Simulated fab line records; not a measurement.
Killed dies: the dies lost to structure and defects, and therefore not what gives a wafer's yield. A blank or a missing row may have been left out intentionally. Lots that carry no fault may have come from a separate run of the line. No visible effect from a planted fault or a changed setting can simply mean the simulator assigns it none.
Matching of chambers || flow n5Finfet || rieDiel-06 running N5_BEOL_M6_DESCUM_16: 4 sister chambers
The step chemistry O2, time 7.9 s. 22 wafers are shown with their chamber, then 11 later ones without.

WAFERS PAIRED WITH THEIR CHAMBERS
{"wafer": "L074.2", "chamber": 3, "drypumpMotorCurrentA (A)": 5.3, "showerheadPlenumPTorr (Torr)": 2.13, "rfVppV (V)": 243.8}
{"wafer": "L074.4", "chamber": 0, "drypumpMotorCurrentA (A)": 5.7, "showerheadPlenumPTorr (Torr)": 2.20, "rfVppV (V)": 244.7}
{"wafer": "L074.5", "chamber": 3, "drypumpMotorCurrentA (A)": 5.3, "showerheadPlenumPTorr (Torr)": 2.13, "rfVppV (V)": 243.7}
{"wafer": "L076.1", "chamber": 1, "drypumpMotorCurrentA (A)": 6.5, "showerheadPlenumPTorr (Torr)": 2.12, "rfVppV (V)": 245.3}
{"wafer": "L076.2", "chamber": 2, "drypumpMotorCurrentA (A)": 5.4, "showerheadPlenumPTorr (Torr)": 2.07, "rfVppV (V)": 243.2}
{"wafer": "L076.6", "chamber": 3, "drypumpMotorCurrentA (A)": 5.3, "showerheadPlenumPTorr (Torr)": 2.13, "rfVppV (V)": 243.8}
{"wafer": "L077.2", "chamber": 2, "drypumpMotorCurrentA (A)": 5.3, "showerheadPlenumPTorr (Torr)": 2.07, "rfVppV (V)": 242.1}
{"wafer": "L077.3", "chamber": 0, "drypumpMotorCurrentA (A)": 5.7, "showerheadPlenumPTorr (Torr)": 2.19, "rfVppV (V)": 245.6}
{"wafer": "L077.4", "chamber": 3, "drypumpMotorCurrentA (A)": 5.3, "showerheadPlenumPTorr (Torr)": 2.13, "rfVppV (V)": 244.2}
{"wafer": "L081.2", "chamber": 0, "drypumpMotorCurrentA (A)": 5.7, "showerheadPlenumPTorr (Torr)": 2.19, "rfVppV (V)": 245.7}
{"wafer": "L081.3", "chamber": 2, "drypumpMotorCurrentA (A)": 5.4, "showerheadPlenumPTorr (Torr)": 2.07, "rfVppV (V)": 242.7}
{"wafer": "L081.5", "chamber": 0, "drypumpMotorCurrentA (A)": 5.7, "showerheadPlenumPTorr (Torr)": 2.19, "rfVppV (V)": 244.9}
{"wafer": "L079.3", "chamber": 3, "drypumpMotorCurrentA (A)": 5.3, "showerheadPlenumPTorr (Torr)": 2.13, "rfVppV (V)": 244.8}
{"wafer": "L079.4", "chamber": 3, "drypumpMotorCurrentA (A)": 5.3, "showerheadPlenumPTorr (Torr)": 2.13, "rfVppV (V)": 244.3}
{"wafer": "L079.6", "chamber": 2, "drypumpMotorCurrentA (A)": 5.4, "showerheadPlenumPTorr (Torr)": 2.07, "rfVppV (V)": 242.6}
{"wafer": "L083.1", "chamber": 0, "drypumpMotorCurrentA (A)": 5.7, "showerheadPlenumPTorr (Torr)": 2.19, "rfVppV (V)": 245.4}
{"wafer": "L083.2", "chamber": 3, "drypumpMotorCurrentA (A)": 5.3, "showerheadPlenumPTorr (Torr)": 2.13, "rfVppV (V)": 243.1}
{"wafer": "L083.3", "chamber": 2, "drypumpMotorCurrentA (A)": 5.4, "showerheadPlenumPTorr (Torr)": 2.07, "rfVppV (V)": 242.1}
{"wafer": "L084.1", "chamber": 2, "drypumpMotorCurrentA (A)": 5.4, "showerheadPlenumPTorr (Torr)": 2.07, "rfVppV (V)": 242.7}
{"wafer": "L084.3", "chamber": 1, "drypumpMotorCurrentA (A)": 6.5, "showerheadPlenumPTorr (Torr)": 2.11, "rfVppV (V)": 244.8}
{"wafer": "L084.6", "chamber": 2, "drypumpMotorCurrentA (A)": 5.3, "showerheadPlenumPTorr (Torr)": 2.07, "rfVppV (V)": 243.3}
{"wafer": "L088.2", "chamber": 3, "drypumpMotorCurrentA (A)": 5.3, "showerheadPlenumPTorr (Torr)": 2.12, "rfVppV (V)": 244.9}

SIGNATURES, as means of the wafers listed above
{"reading": "drypumpMotorCurrentA", "chamber 0": 5.700, "chamber 1": 6.500, "chamber 2": 5.371, "chamber 3": 5.300, "scatter within a chamber": 0.0282}
{"reading": "showerheadPlenumPTorr", "chamber 0": 2.1920, "chamber 1": 2.1150, "chamber 2": 2.0700, "chamber 3": 2.1288, "scatter within a chamber": 0.00348}
{"reading": "rfVppV", "chamber 0": 245.260, "chamber 1": 245.050, "chamber 2": 242.671, "chamber 3": 244.075, "scatter within a chamber": 0.514}
Rule: for a wafer and a chamber, the distance is found by dividing, reading by reading, the gap between the wafer's reading and the chamber's mean by the reading's scatter, squaring, summing and taking the root. If the next closest chamber is less than 2 further off than the closest, the wafer can't be placed; otherwise it belongs to the closest. The scatter: take each reading less its chamber's mean, square it, sum over the shown wafers, divide by the number of wafers less the number of chambers, and take the root.

WAFERS WITH NO CHAMBER GIVEN
{"wafer": "L088.3", "drypumpMotorCurrentA (A)": 5.4, "showerheadPlenumPTorr (Torr)": 2.07, "rfVppV (V)": 244.5}
{"wafer": "L088.6", "drypumpMotorCurrentA (A)": 5.3, "showerheadPlenumPTorr (Torr)": 2.12, "rfVppV (V)": 243.1}
{"wafer": "L092.1", "drypumpMotorCurrentA (A)": 6.5, "showerheadPlenumPTorr (Torr)": 2.11, "rfVppV (V)": 244.3}
{"wafer": "L092.4", "drypumpMotorCurrentA (A)": 5.4, "showerheadPlenumPTorr (Torr)": 2.07, "rfVppV (V)": 243.7}
{"wafer": "L092.5", "drypumpMotorCurrentA (A)": 6.5, "showerheadPlenumPTorr (Torr)": 2.11, "rfVppV (V)": 243.6}
{"wafer": "L087.1", "drypumpMotorCurrentA (A)": 6.5, "showerheadPlenumPTorr (Torr)": 2.11, "rfVppV (V)": 243.5}
{"wafer": "L087.3", "drypumpMotorCurrentA (A)": 5.4, "showerheadPlenumPTorr (Torr)": 2.07, "rfVppV (V)": 241.6}
{"wafer": "L087.5", "drypumpMotorCurrentA (A)": 5.4, "showerheadPlenumPTorr (Torr)": 2.07, "rfVppV (V)": 241.6}
{"wafer": "L093.1", "drypumpMotorCurrentA (A)": 5.4, "showerheadPlenumPTorr (Torr)": 2.06, "rfVppV (V)": 242.1}
{"wafer": "L093.4", "drypumpMotorCurrentA (A)": 5.3, "showerheadPlenumPTorr (Torr)": 2.12, "rfVppV (V)": 242.3}
{"wafer": "L093.5", "drypumpMotorCurrentA (A)": 6.5, "showerheadPlenumPTorr (Torr)": 2.11, "rfVppV (V)": 243.1}

WHICH CHAMBER EACH ONE RAN IN
{"wafer": "L088.3", "from the rows above": 2, "in truth": 2}
{"wafer": "L088.6", "from the rows above": 3, "in truth": 3}
{"wafer": "L092.1", "from the rows above": 1, "in truth": 1}
{"wafer": "L092.4", "from the rows above": 2, "in truth": 2}
{"wafer": "L092.5", "from the rows above": 1, "in truth": 1}
{"wafer": "L087.1", "from the rows above": 1, "in truth": 1}
{"wafer": "L087.3", "from the rows above": 2, "in truth": 2}
{"wafer": "L087.5", "from the rows above": 2, "in truth": 2}
{"wafer": "L093.1", "from the rows above": 2, "in truth": 2}
{"wafer": "L093.4", "from the rows above": 3, "in truth": 3}
{"wafer": "L093.5", "from the rows above": 1, "in truth": 1}
Correct placement for 11 of the 11. Not placeable from these rows: 0. Number placed wrongly: 0.
